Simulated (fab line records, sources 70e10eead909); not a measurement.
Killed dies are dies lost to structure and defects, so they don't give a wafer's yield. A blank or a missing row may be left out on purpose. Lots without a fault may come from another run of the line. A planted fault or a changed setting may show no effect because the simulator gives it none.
fab line records | flow nand_harc
record lots=13 wafers=39 last_day=32
route steps=1302 shown P_GATE@131 END@1302
lots that met no fault: from a run of the same line without faults
start_h: hours from the record's first day to the start of the lot's first wafer shown | wait_h: hours since the lot's step before | " the same as in the row above | L1.1+2: a row that stands for several wafers | - no value, or no start given | * or withheld: withheld | < > ~ a bound
route shown NAME@n: a module of which the file shows steps, and the number in the route of the first | usual: mean/standard deviation of fault-free wafers | same: alike in all rows | chamber/n: place in a boat | sites: the reading at each site | _std_site: their standard deviation | _edge_site: outer sites' mean less inner sites' | radius_mm: how far each site lies from the wafer's centre | mask NAME#n: copy n | behind: the tool/chamber that last shaped the wafer | hold: why the lot was held/for how many hours/how that ended | device: the transistor (n, p or np) that didn't switch | end of line: the same wafers' tests at the end of the route | a step without rows: its recipe alone | killed: dies lost to structure and defects at the first sort, not the wafer's yield | map: a wafer's dies, x killed, . not, _ none there
set.NAME: the setting as run; set.NAME@STEP: as run at that earlier step | model.NAME: the simulator's own value behind a step, which no gauge read
steps of the route over a sample of lots; a table a step, a row a wafer
services: from which hour (start_h, from the record's first day; less than 0 if before it) a tool's chamber was out of use, for how many hours, and why
## steps
# step NHARC_P_GATE_HM_DEP_102
# recipe target_thk_a=1200 temp_c=400 material=aC
# usual throttle_valve_pct=35.001/0.0094
# columns lot.wafer tool chamber start_h wait_h throttle_valve_pct
L862.2 acl_dep-02 0 99.96 0.5 35.007
L862.3 " 0 " " 34.994
L862.5 " 0 " " 34.992
L863.1 acl_dep-01 0 107.31 0.9 34.992
L863.2 " 0 " " 34.996
L863.4 " 0 " " 34.988
L864.1 acl_dep-02 0 119.92 1.2 34.985
L864.2 " 0 " " 35.008
L864.6 " 0 " " 35.002
L865.2 acl_dep-02 0 123.68 0.5 34.997
L865.5 " 0 " " 34.993
L865.6 " 0 " " 34.974
L867.1 acl_dep-03 0 145.64 1.0 35.002
L867.3 " 0 " " 34.997
L867.6 " 0 " " 35.006
L876.3 acl_dep-01 0 240.33 0.6 35.006
L876.5 " 0 " " 35.024
L876.6 " 0 " " 34.986
L877.3 acl_dep-03 0 249.98 5.5 34.998
L877.4 " 0 " " 35.012
L877.6 " 0 " " 34.988
L878.2 acl_dep-03 0 262.36 0.5 35.002
L878.4 " 0 " " 35.026
L878.5 " 0 " " 34.994
L879.1 acl_dep-03 0 262.89 1.0 35.009
L879.2 " 0 " " 34.980
L879.3 " 0 " " 34.994
L880.4 acl_dep-01 0 274.88 0.7 34.998
L880.5 " 0 " " 34.986
L880.6 " 0 " " 34.995
L882.1 acl_dep-02 0 290.77 0.4 35.006
L882.2 " 0 " " 35.004
L882.3 " 0 " " 34.990
L881.1 acl_dep-02 0 291.41 1.0 35.006
L881.3 " 0 " " 35.009
L881.4 " 0 " " 35.001
L883.4 acl_dep-02 0 303.98 3.6 35.008
L883.5 " 0 " " 35.005
L883.6 " 0 " " 35.005
# step NHARC_P_GATE_DEP_103
# recipe target_thk_a=300 target_thk_nm=30 temp_c=400 flow_sccm=200 rf_w=350 material=SiON
# usual heater_power_w=793/85
# columns lot.wafer tool chamber start_h wait_h heater_power_w since_wet_clean_h
L862.3 pecvd-01 2 100.52 0.3 850 138
L862.2 " 1 " " 890 139
L862.5 " 1 " " 874 -
L863.1 pecvd-01 2 108.00 0.6 769 146
L863.2 " 0 " " 856 146
L863.4 " 0 " " 834 -
L864.1 pecvd-04 2 120.62 0.6 775 20
L864.2 " 0 " " 781 20
L864.6 " 2 " " 769 -
L865.2 pecvd-03 2 124.28 0.5 770 107
L865.6 " 2 " " 755 -
L865.5 " 0 " " 741 -
L867.1 pecvd-01 2 146.31 0.6 797 3
L867.3 " 0 " " 929 3
L867.6 " 1 " " 908 -
L876.3 pecvd-04 2 240.78 0.3 757 140
L876.6 " 2 " " 748 -
L876.5 " 0 " " 825 -
L877.3 pecvd-01 0 250.49 0.4 961 107
L877.4 " 1 " " 893 -
L877.6 " 2 " " 876 -
L878.2 pecvd-03 1 262.97 0.5 808 65
L878.4 " 2 " " 792 -
L878.5 " 1 " " 792 -
L879.1 pecvd-04 0 263.56 0.6 901 163
L879.3 " 1 " " 628 163
L879.2 " 2 " " 733 163
L880.5 pecvd-01 2 275.30 0.2 916 -
L880.6 " 0 " " 954 -
L880.4 " 1 " " 850 -
L882.1 pecvd-03 1 291.43 0.6 753 93
L882.2 " 2 " " 710 93
L882.3 " 0 " " 782 93
L881.1 pecvd-03 2 292.11 0.6 760 94
L881.3 " 0 " " 757 94
L881.4 " 2 " " 781 -
L883.4 pecvd-04 0 304.41 0.3 893 -
L883.5 " 1 " " 650 -
L883.6 " 2 " " 728 -
# step NHARC_P_GATE_ETCHBACK_37
# recipe target_depth_a=345 time_s=17.2 chf3_flow_sccm=50 o2_flow_sccm=10 ar_flow_sccm=200 rf_w=500 bias_w=200 chemistry=CHF3/O2
# usual drypump_motor_current_A=5.6/0.39 oes_product_au=0.95/0.034 rf_vpp_V=370.6/2.1 showerhead_plenum_p_Torr=2.40/0.093 throttle_valve_pct=20.573/0.0092
# columns lot.wafer tool chamber start_h wait_h drypump_motor_current_A oes_product_au rf_hours_counter_h rf_vpp_V showerhead_plenum_p_Torr throttle_valve_pct
L862.2 rie_diel-10 2 - - 5.5 0.93 2 369.1 2.38 20.578
L862.3 " 0 " " 5.9 0.92 3 371.4 2.50 20.551
L862.5 " 2 " " 5.5 0.92 - 369.7 2.38 20.581
L863.4 rie_diel-03 2 - - 4.9 1.00 0 372.3 2.45 20.576
L863.2 " 3 " " 5.7 1.01 0 369.7 2.39 20.570
L863.1 " 1 " " 5.7 1.00 0 373.7 2.55 20.579
L864.2 rie_diel-01 0 - - 6.1 0.92 7 370.8 2.46 20.575
L864.1 " 1 " " 5.6 0.93 6 368.8 2.27 20.577
L864.6 " 1 " " 5.6 0.93 - 367.6 2.27 20.571
L865.2 rie_diel-01 3 - - 4.8 0.94 8 373.4 2.52 20.573
L865.5 " 2 " " 6.1 0.93 - 367.7 2.29 20.592
L865.6 " 3 " " 4.8 0.92 - 374.4 2.52 20.584
L867.3 rie_diel-10 3 - - 5.7 0.93 4 369.2 2.33 20.573
L867.1 " 0 " " 5.9 0.92 4 373.2 2.50 20.571
L867.6 " 1 " " 5.8 0.91 - 368.0 2.30 20.583
L876.3 rie_diel-03 2 - - 4.9 1.01 8 371.0 2.45 20.564
L876.5 " 2 " " 5.0 1.00 - 371.8 2.45 20.595
L876.6 " 3 " " 5.7 1.01 - 370.9 2.38 20.570
L877.4 rie_diel-03 0 - - 6.0 0.93 10 371.4 2.50 20.571
L877.3 " 3 " " 5.7 0.94 10 369.7 2.38 20.582
L877.6 " 1 " " 5.7 0.92 - 373.7 2.55 20.564
L878.4 rie_diel-10 0 - - 5.9 1.00 1 373.0 2.50 20.567
L878.2 " 2 " " 5.5 0.92 1 370.0 2.38 20.570
L878.5 " 0 " " 5.9 0.99 - 372.5 2.50 20.577
L879.2 rie_diel-01 0 - - 6.1 0.93 4 372.0 2.45 20.560
L879.3 " 1 " " 5.6 0.93 4 369.6 2.27 20.576
L879.1 " 3 " " 4.8 0.93 3 374.2 2.52 20.583
L880.4 rie_diel-10 3 - - 5.7 0.93 1 367.7 2.33 20.595
L880.5 " 2 " " 5.4 0.92 - 370.7 2.38 20.580
L880.6 " 3 " " 5.7 0.93 - 368.8 2.33 20.578
L882.1 rie_diel-03 1 - - 5.7 1.00 0 372.7 2.55 20.577
L882.2 " 2 " " 4.9 1.00 0 372.5 2.44 20.576
L882.3 " 3 " " 5.7 1.00 0 370.3 2.38 20.568
L881.4 rie_diel-01 3 - - 4.8 0.93 6 373.3 2.52 20.567
L881.1 " 0 " " 6.1 0.93 6 372.1 2.45 20.575
L881.3 " 1 " " 5.6 0.94 6 367.5 2.27 20.580
L883.4 rie_diel-03 3 - - 5.7 0.94 0 368.0 2.38 20.576
L883.6 " 2 " " 4.9 0.92 - 371.6 2.44 20.572
L883.5 " 3 " " 5.7 0.94 - 368.8 2.38 20.577
# step NHARC_P_GATE_EXPOSE_56
# recipe na=0.6 target_cd_nm=720 dose_mj=14.81 mask_id=P_PSD
# columns lot.wafer tool chamber start_h wait_h mask
L862.2+3+5 krf_scanner-02 0 114.87 - P_PSD#0
L863.1+2+4 krf_scanner-02 0 122.13 - P_PSD#0
L864.1+2+6 krf_scanner-02 0 134.65 - P_PSD#0
L865.2+5+6 krf_scanner-03 0 138.44 - P_PSD#0
L867.1+3+6 krf_scanner-02 0 160.66 - P_NSD#0
L876.3+5+6 krf_scanner-02 0 255.01 - P_PSD#0
L877.3+4+6 krf_scanner-03 0 264.71 - P_PSD#0
L878.2+4+5 krf_scanner-02 0 277.14 - P_PSD#0
L879.1+2+3 krf_scanner-03 0 277.63 - P_PSD#0
L880.4+5+6 krf_scanner-04 0 289.34 - P_PSD#0
L882.1+2+3 krf_scanner-02 0 305.63 - P_PSD#0
L881.1+3+4 krf_scanner-03 0 306.23 - P_PSD#0
L883.4+5+6 krf_scanner-02 0 318.66 - P_PSD#0
# step NHARC_P_GATE_CD_MEAS_59
# recipe target_cd_nm=720 landing_energy_ev=500
# usual cd_nm=720.0/1.9
# columns lot.wafer tool chamber start_h wait_h cd_nm
L862.2 cd_sem-01 0 115.02 - 717.9
L862.3 " 0 " " 721.4
L862.5 " 0 " " 718.5
L863.1 cd_sem-01 0 122.28 - 720.0
L863.2 " 0 " " 720.6
L863.4 " 0 " " 720.9
L864.1 cd_sem-02 0 134.81 - 719.5
L864.2 " 0 " " 719.1
L864.6 " 0 " " 718.1
L865.2 cd_sem-03 0 138.59 - 716.8
L865.5 " 0 " " 719.8
L865.6 " 0 " " 717.8
L867.1 cd_sem-01 0 160.82 - -
L867.3 " 0 " " -
L867.6 " 0 " " -
L876.3 cd_sem-02 0 255.16 - 719.3
L876.5 " 0 " " 721.5
L876.6 " 0 " " 719.5
L877.3 cd_sem-02 0 264.86 - 717.1
L877.4 " 0 " " 722.6
L877.6 " 0 " " 719.3
L878.2 cd_sem-03 0 277.29 - 718.1
L878.4 " 0 " " 714.7
L878.5 " 0 " " 721.1
L879.1 cd_sem-02 0 277.78 - 720.8
L879.2 " 0 " " 723.2
L879.3 " 0 " " 718.1
L880.4 cd_sem-01 0 289.49 - 717.2
L880.5 " 0 " " 723.0
L880.6 " 0 " " 718.9
L882.1 cd_sem-02 0 305.78 - 719.8
L882.2 " 0 " " 722.9
L882.3 " 0 " " 718.0
L881.1 cd_sem-02 0 306.39 - 721.2
L881.3 " 0 " " 720.0
L881.4 " 0 " " 720.5
L883.4 cd_sem-03 0 318.80 - 720.7
L883.5 " 0 " " 716.6
L883.6 " 0 " " 720.5
# step NHARC_END_SORT_01
# recipe temp_c=25
# usual killed_at_array=64/16 killed_at_other=1.0/1.1 killed_at_periphery=3.5/2.3 killed_dies=69/17 killed_open=3.2/1.6 killed_short=2.4/1.6
# same gross_dies=677
# columns lot.wafer tool chamber start_h wait_h killed_at_array killed_at_other killed_at_periphery killed_dies killed_open killed_short
L867.1 prober-02 0 601.31 2.5 83 3 591 677 5 3
L867.3 prober-02 0 602.91 3.1 75 3 599 677 3 2
L867.6 prober-02 0 605.31 4.0 88 4 585 677 2 5
# killed by level:class
L867.1 P_GATE:area_expose=589 A_CHANNEL_HOLE_D1:chamber_film_flake=33 A_SLIT:chamber_film_flake=28 A_CHANNEL_HOLE_D2:chamber_film_flake=12 THIN_TSV:chamber_film_flake=3 A_M0:geometric_particle:open=2 A_CHANNEL_FILL_D2:chamber_film_flake=2 P_STI:geometric_particle:open=1
L867.3 P_GATE:area_expose=597 A_CHANNEL_HOLE_D1:chamber_film_flake=36 A_SLIT:chamber_film_flake=23 A_CHANNEL_HOLE_D2:chamber_film_flake=5 A_CONTACT:chamber_film_flake=4 THIN_TSV:chamber_film_flake=3 A_STAIRCASE:chamber_film_flake=2 A_CHANNEL_FILL_D2:geometric_particle:short=1
L867.6 P_GATE:area_expose=579 A_SLIT:chamber_film_flake=33 A_CHANNEL_HOLE_D1:chamber_film_flake=32 A_CHANNEL_HOLE_D2:chamber_film_flake=8 THIN_TSV:chamber_film_flake=4 P_STI:chamber_film_flake=3 A_WL_FILL:geometric_particle:open=2 A_STAIRCASE:chamber_film_flake=2
## services
# columns tool chamber start_h hours kind
pecvd-04 - 88.00 13.0 pm
krf_scanner-02 - 94.02 4.0 pm
rie_diel-03 - 104.45 9.0 pm
krf_scanner-02 - 112.16 2.4 repair
pecvd-03 0 115.06 4.3 repair
acl_dep-03 - 119.93 13.0 pm
krf_scanner-02 - 128.11 1.4 repair
pecvd-01 - 130.09 13.0 pm
pecvd-04 1 161.88 6.9 repair
acl_dep-02 - 175.61 0.2 repair
pecvd-03 - 185.22 13.0 pm
rie_diel-01 2 192.03 7.2 repair
rie_diel-01 - 203.80 9.0 pm
rie_diel-03 - 217.78 1.6 repair
rie_diel-01 0 220.17 5.0 repair
krf_scanner-03 - 224.01 4.0 pm
pecvd-03 - 228.96 1.7 repair
rie_diel-01 0 231.12 6.9 repair
acl_dep-02 - 245.95 13.0 pm
krf_scanner-02 - 266.02 4.0 pm
rie_diel-03 - 281.45 9.0 pm
acl_dep-02 - 296.60 0.1 repair
pecvd-01 - 311.12 13.0 pm
rie_diel-03 1 316.79 4.0 repair
## key
first_sign step=NHARC_P_GATE_EXPOSE_56 reading=mask direction=changed
effect step=NHARC_P_GATE_CD_MEAS_59 reading=cd_nm direction=missing
effect step=NHARC_END_SORT_01 reading=killed_at_periphery direction=up sigmas=99+ usual=3.5 struck=591.7
more_kills_born_at NHARC_P_GATE_EXPOSE_56@krf_scanner-02=1765
met_at NHARC_P_GATE_EXPOSE_56
struck_lots L867
later_rows_left_out L867.1,L867.3,L867.6
tester_left_out L867
not_acting_at NHARC_P_GATE_HM_DEP_102,NHARC_P_GATE_DEP_103,NHARC_P_GATE_ETCHBACK_37
onset_between 134.65 160.66
fault kind=wrong_mask tool=any chamber=- onset_h=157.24 steps=NHARC_P_GATE_EXPOSE_56 aux_copy=P_NSD#0 scope=struck_lots_only
# tester_left_out: of these lots the tester's yield and bins aren't shown, on N5 and GAA mostly nor the transistor test; their killed dies are dies lost to structure and defects alone, not to doping, threshold or leakage, so they don't give the yield
# later_rows_left_out: the simulator's readings of these wafers behind a module that went badly wrong aren't trusted and aren't shown, but for the sort
